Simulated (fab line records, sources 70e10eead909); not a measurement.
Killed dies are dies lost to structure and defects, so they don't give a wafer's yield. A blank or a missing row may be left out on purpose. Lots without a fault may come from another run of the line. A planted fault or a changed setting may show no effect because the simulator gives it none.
Chamber matching | flow nand_harc | NHARC_A_STAIRCASE_DEP_471 on pecvd-04: 3 sister chambers
The step deposits SiO2, target thk 100 nm. 20 wafers are shown with their chamber, then 10 later ones without.

WAFERS WITH THEIR CHAMBER
wafer  | chamber | throttle_valve_pct (%) | heater_power_w (W)
L077.1 | 1       | 15.7                   | 561
L077.3 | 2       | 14.8                   | 516
L077.5 | 2       | 14.7                   | 522
L078.3 | 1       | 15.8                   | 646
L078.5 | 1       | 15.7                   | 663
L078.6 | 0       | 15.8                   | 586
L082.1 | 1       | 15.7                   | 605
L082.3 | 0       | 15.9                   | 524
L082.5 | 2       | 14.6                   | 505
L083.3 | 0       | 15.9                   | 585
L083.4 | 0       | 15.8                   | 580
L083.5 | 2       | 14.6                   | 530
L086.1 | 2       | 14.6                   | 504
L086.2 | 0       | 15.6                   | 589
L086.6 | 1       | 15.9                   | 565
L087.1 | 1       | 16.0                   | 663
L087.2 | 0       | 15.9                   | 564
L087.4 | 1       | 15.6                   | 495
L091.1 | 0       | 15.9                   | 593
L091.2 | 1       | 15.6                   | 591

SIGNATURES (means of the wafers above)
reading            | chamber 0 | chamber 1 | chamber 2 | scatter within a chamber
throttle_valve_pct | 15.829    | 15.750    | 14.660    | 0.12
heater_power_w     | 574.43    | 598.62    | 515.40    | 40.5
Rule: a wafer's distance from a chamber is the root of the sum, over the readings, of the square of ((its reading less the chamber's mean) divided by the reading's scatter). The wafer belongs to the nearest chamber; if the next one is less than 2 further off, it can't be placed. The scatter: the root of (the sum of the squares of (reading less its chamber's mean) over the shown wafers, divided by (wafers less chambers)).

WAFERS WITHOUT THEIR CHAMBER
wafer  | throttle_valve_pct (%) | heater_power_w (W)
L091.4 | 16.3                   | 592
L090.3 | 15.9                   | 563
L090.5 | 16.1                   | 548
L090.6 | 15.9                   | 564
L093.4 | 16.1                   | 619
L093.5 | 14.7                   | 528
L093.6 | 16.0                   | 574
L095.1 | 16.0                   | 566
L095.2 | 16.6                   | 486
L095.6 | 14.6                   | 359

WHICH CHAMBER EACH WENT THROUGH
wafer  | from the rows above     | in truth
L091.4 | can't be placed: 0 or 1 | 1
L090.3 | can't be placed: 0 or 1 | 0
L090.5 | can't be placed: 0 or 1 | 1
L090.6 | can't be placed: 0 or 1 | 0
L093.4 | can't be placed: 0 or 1 | 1
L093.5 | 2                       | 2
L093.6 | can't be placed: 0 or 1 | 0
L095.1 | can't be placed: 0 or 1 | 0
L095.2 | can't be placed: 0 or 1 | 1
L095.6 | 2                       | 2
Placed correctly: 2 of 10. Can't be placed from these rows: 8 (the true chamber is among the candidates in 8). Placed wrongly: 0.
